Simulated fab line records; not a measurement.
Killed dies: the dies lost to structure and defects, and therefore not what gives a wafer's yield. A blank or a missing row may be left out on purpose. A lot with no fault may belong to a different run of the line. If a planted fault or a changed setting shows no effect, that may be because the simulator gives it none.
Check for tools in common :: flow n5 finfet :: Lots sampled 12, wafers sampled 34

## REASON IT WAS OPENED
Flagged at N5_SD_EPI_P_INSPECT_26: reading raw defect count, on 2 of 12 lots. Fault-free wafers read 176, with a standard deviation of 36.
Rule: a lot is flagged when every wafer of it that has a number lies more than 4 standard deviations from that mean, or none has a number. The rest of the lots are taken to be sound.

lot: L455
measured: day 4 04:36
on: defect inspect-02
raw defect count, wafer by wafer: 160 178 206
flag: 

lot: L456
measured: day 4 10:08
on: defect inspect-02
raw defect count, wafer by wafer: 135 165 174
flag: 

lot: L458
measured: day 4 22:38
on: defect inspect-02
raw defect count, wafer by wafer: 248 254
flag: 

lot: L459
measured: day 5 08:43
on: defect inspect-01
raw defect count, wafer by wafer: 198 138 203
flag: 

lot: L460
measured: day 5 09:41
on: defect inspect-02
raw defect count, wafer by wafer: 201 150
flag: 

lot: L461
measured: day 5 17:35
on: defect inspect-02
raw defect count, wafer by wafer: 155 120 141
flag: 

lot: L463
measured: day 6 07:12
on: defect inspect-01
raw defect count, wafer by wafer: 248 223 166
flag: 

lot: L464
measured: day 6 09:13
on: defect inspect-01
raw defect count, wafer by wafer: 154 156 207
flag: 

lot: L469
measured: day 7 19:24
on: defect inspect-01
raw defect count, wafer by wafer: 418 470 496
flag: FLAGGED

lot: L471
measured: day 8 06:48
on: defect inspect-02
raw defect count, wafer by wafer: 388 364 334
flag: FLAGGED

lot: L474
measured: day 9 00:11
on: defect inspect-01
raw defect count, wafer by wafer: 165 172 148
flag: 

lot: L475
measured: day 9 05:53
on: defect inspect-02
raw defect count, wafer by wafer: 175 201 149
flag: 
The mean of the flagged lots' numbers is 412, +236 from the usual (+7 standard deviations).

## LOT BY LOT: THE TOOL USED
The record holds 3 process steps before the reading, out of a route of 1938 steps. Cell contents, in order: the tool; ch with the chambers the sampled wafers went through; the start.
lot: L455
flag: 
N5_SD_EPI_P_ETCH_16: rie diel-04 ch 0,3, day 4 01:30
N5_SD_EPI_P_STRIP_40: plasma asher-02 ch 0, day 4 01:43
N5_SD_EPI_P_EPI_21: epi rpcvd-02 ch 0, day 4 02:14

lot: L456
flag: 
N5_SD_EPI_P_ETCH_16: rie diel-05 ch 0,2,3, day 4 06:11
N5_SD_EPI_P_STRIP_40: plasma asher-01 ch 0,1, day 4 06:24
N5_SD_EPI_P_EPI_21: epi rpcvd-02 ch 0, day 4 07:02

lot: L458
flag: 
N5_SD_EPI_P_ETCH_16: rie diel-05 ch 0,3, day 4 19:32
N5_SD_EPI_P_STRIP_40: plasma asher-01 ch 0, day 4 19:46
N5_SD_EPI_P_EPI_21: epi rpcvd-04 ch 0, day 4 21:20

lot: L459
flag: 
N5_SD_EPI_P_ETCH_16: rie diel-02 ch 1,3, day 5 04:47
N5_SD_EPI_P_STRIP_40: plasma asher-02 ch 0,1, day 5 04:59
N5_SD_EPI_P_EPI_21: epi rpcvd-03 ch 0, day 5 05:38

lot: L460
flag: 
N5_SD_EPI_P_ETCH_16: rie diel-05 ch 0,2, day 5 06:33
N5_SD_EPI_P_STRIP_40: plasma asher-02 ch 0, day 5 06:47
N5_SD_EPI_P_EPI_21: epi rpcvd-04 ch 0, day 5 08:22

lot: L461
flag: 
N5_SD_EPI_P_ETCH_16: rie diel-04 ch 1,2,3, day 5 13:38
N5_SD_EPI_P_STRIP_40: plasma asher-01 ch 0,1, day 5 13:53
N5_SD_EPI_P_EPI_21: epi rpcvd-04 ch 0, day 5 15:27

lot: L463
flag: 
N5_SD_EPI_P_ETCH_16: rie diel-02 ch 0,2,3, day 6 03:16
N5_SD_EPI_P_STRIP_40: plasma asher-01 ch 0,1, day 6 03:29
N5_SD_EPI_P_EPI_21: epi rpcvd-02 ch 0, day 6 04:35

lot: L464
flag: 
N5_SD_EPI_P_ETCH_16: rie diel-04 ch 0,1,2, day 6 06:03
N5_SD_EPI_P_STRIP_40: plasma asher-01 ch 0,1, day 6 06:20
N5_SD_EPI_P_EPI_21: epi rpcvd-04 ch 0, day 6 07:13

lot: L469
flag: FLAGGED
N5_SD_EPI_P_ETCH_16: rie diel-05 ch 1,2, day 7 13:03
N5_SD_EPI_P_STRIP_40: plasma asher-01 ch 0, day 7 13:16
N5_SD_EPI_P_EPI_21: epi rpcvd-03 ch 0, day 7 14:04

lot: L471
flag: FLAGGED
N5_SD_EPI_P_ETCH_16: rie diel-02 ch 1,2, day 8 01:43
N5_SD_EPI_P_STRIP_40: plasma asher-02 ch 0,1, day 8 01:56
N5_SD_EPI_P_EPI_21: epi rpcvd-03 ch 0, day 8 03:22

lot: L474
flag: 
N5_SD_EPI_P_ETCH_16: rie diel-05 ch 2,3, day 8 21:05
N5_SD_EPI_P_STRIP_40: plasma asher-02 ch 0,1, day 8 21:17
N5_SD_EPI_P_EPI_21: epi rpcvd-02 ch 0, day 8 21:49

lot: L475
flag: 
N5_SD_EPI_P_ETCH_16: rie diel-02 ch 0,1, day 9 02:47
N5_SD_EPI_P_STRIP_40: plasma asher-01 ch 0,1, day 9 03:00
N5_SD_EPI_P_EPI_21: epi rpcvd-02 ch 0, day 9 03:53
These steps, and what they do:
- N5_SD_EPI_P_ETCH_16: etches SiO2 in CHF3/O2, target depth 5 nm.
- N5_SD_EPI_P_STRIP_40: strips in N2/H2.
- N5_SD_EPI_P_EPI_21: deposits SiGe:B, time 355 s.
- N5_SD_EPI_P_INSPECT_26: inspects for defects (darkfield).

## FLAGGED AGAINST TOTAL, ONE TOOL AT A TIME (gauges that did the reading follow at the end)
step: N5_SD_EPI_P_ETCH_16
tool: rie diel-02
lots run: 4
flagged: 1
share of the flagged lots: some
sound lots run after its first flagged lot: 1 (L475)

step: N5_SD_EPI_P_ETCH_16
tool: rie diel-04
lots run: 3
flagged: 0
share of the flagged lots: none
sound lots run after its first flagged lot: -

step: N5_SD_EPI_P_ETCH_16
tool: rie diel-05
lots run: 5
flagged: 1
share of the flagged lots: some
sound lots run after its first flagged lot: 1 (L474)

step: N5_SD_EPI_P_STRIP_40
tool: plasma asher-01
lots run: 7
flagged: 1
share of the flagged lots: some
sound lots run after its first flagged lot: 1 (L475)

step: N5_SD_EPI_P_STRIP_40
tool: plasma asher-02
lots run: 5
flagged: 1
share of the flagged lots: some
sound lots run after its first flagged lot: 1 (L474)

step: N5_SD_EPI_P_EPI_21
tool: epi rpcvd-02
lots run: 5
flagged: 0
share of the flagged lots: none
sound lots run after its first flagged lot: -

step: N5_SD_EPI_P_EPI_21
tool: epi rpcvd-03
lots run: 3
flagged: 2
share of the flagged lots: all
sound lots run after its first flagged lot: 0

step: N5_SD_EPI_P_EPI_21
tool: epi rpcvd-04
lots run: 4
flagged: 0
share of the flagged lots: none
sound lots run after its first flagged lot: -

step: N5_SD_EPI_P_INSPECT_26
tool: defect inspect-01
lots run: 5
flagged: 1
share of the flagged lots: some
sound lots run after its first flagged lot: 1 (L474)

step: N5_SD_EPI_P_INSPECT_26
tool: defect inspect-02
lots run: 7
flagged: 1
share of the flagged lots: some
sound lots run after its first flagged lot: 1 (L475)

## WHAT IS ALLOWED BY THE TABLE
Rows of the table that ran each flagged lot: 1, that is epi rpcvd-03 at N5_SD_EPI_P_EPI_21.
- epi rpcvd-03 at N5_SD_EPI_P_EPI_21 ran 3 lots, 2 of them flagged. It ran its last sound lot, L459, at day 5 05:38 and its first flagged lot, L469, at day 7 14:04: a fault with its onset between the two fits.
Left over: one tool, epi rpcvd-03 at N5_SD_EPI_P_EPI_21.

## WHAT THE SIMULATOR HAD PUT IN
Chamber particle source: epi rpcvd-03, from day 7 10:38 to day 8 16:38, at N5_SD_EPI_P_EPI_21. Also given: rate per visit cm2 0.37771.
Lots struck among those shown: L469, L471. This agrees with what the rule above found.
